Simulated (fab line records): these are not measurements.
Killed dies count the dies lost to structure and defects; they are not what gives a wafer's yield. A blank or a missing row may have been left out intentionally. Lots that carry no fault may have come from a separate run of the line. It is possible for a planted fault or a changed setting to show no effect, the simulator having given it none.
A single fault, viewed from 2 desks || flow nandHarc || what lay behind the numbers comes last; until then each desk has only its own

== THE TOOL OWNER'S DESK: wetBench-02 ==
The tool's own readings at NHARC_A_DECK1_JOINT_ETCH_19 (etches poly-Si in TMAH, target depth 3 nm): means of the sampled wafers that have a number, for each lot that ran on this tool. Any lot whose mean is over 4 standard deviations away from the usual mean is out of limits and marked OUT; that distance is given in the brackets.
Columns: A = bathHeatDutyPct at NHARC_A_DECK1_JOINT_ETCH_19, usual 6.4 %
{"lot": "L967", "first seen here": "day 12 02:58", "A": 6.6}
{"lot": "L969", "first seen here": "day 12 16:16", "A": 5.8}
{"lot": "L977", "first seen here": "day 15 22:43", "A": 7.2}
{"lot": "L982", "first seen here": "day 17 16:32", "A": 6.7}
{"lot": "L987", "first seen here": "day 20 11:38", "A": 6.3}
Result from this desk: across the 5 lots, nothing is out of limits.

== AT THE METROLOGY DESK ==
Lot by lot, what the gauges showed, no matter which tool ran the lot: averages of those sampled wafers that carry a number. Any lot whose mean is over 4 standard deviations away from the usual mean is out of limits and marked OUT; that distance is given in the brackets.
Columns: A = cdNm at NHARC_THIN_TSV_CD_MEAS_12, usual 1000.4 nm; B = cdNm at NHARC_THIN_TSV_CD_MEAS_37, usual 4999.6 nm
{"lot": "L965", "first seen here": "day 24 04:17", "A": 1000.6, "B": 5003.2}
{"lot": "L966", "first seen here": "day 24 12:44", "A": 1000.9, "B": 5000.3}
{"lot": "L967", "first seen here": "day 25 01:21", "A": 1000.6, "B": 4997.5}
{"lot": "L970", "first seen here": "day 25 07:02", "A": 998.3, "B": 4997.3}
{"lot": "L969", "first seen here": "day 25 08:15", "A": 1000.9, "B": 5000.6}
{"lot": "L971", "first seen here": "day 25 23:52", "A": 998.8, "B": 4999.5}
{"lot": "L972", "first seen here": "day 27 07:37", "A": 999.5, "B": 4999.0}
{"lot": "L974", "first seen here": "day 27 11:19", "A": 999.0, "B": 4998.5}
{"lot": "L977", "first seen here": "day 28 08:26", "A": 1002.7, "B": 5000.8}
{"lot": "L976", "first seen here": "day 28 16:33", "A": 1001.4, "B": 4999.6}
{"lot": "L980", "first seen here": "day 29 08:55", "A": 1000.7, "B": 4998.1}
{"lot": "L982", "first seen here": "day 30 04:24", "A": 1001.5, "B": 5001.7}
{"lot": "L987", "first seen here": "day 32 21:51", "A": 1001.0, "B": 5001.7}
Result from this desk: across the 13 lots, nothing is out of limits.

== BROUGHT TOGETHER ==
The desk of the tool owner found nothing out of limits.
Nothing out of limits was seen by the metrology desk.

== WHAT THE SIMULATOR HAD PUT IN ==
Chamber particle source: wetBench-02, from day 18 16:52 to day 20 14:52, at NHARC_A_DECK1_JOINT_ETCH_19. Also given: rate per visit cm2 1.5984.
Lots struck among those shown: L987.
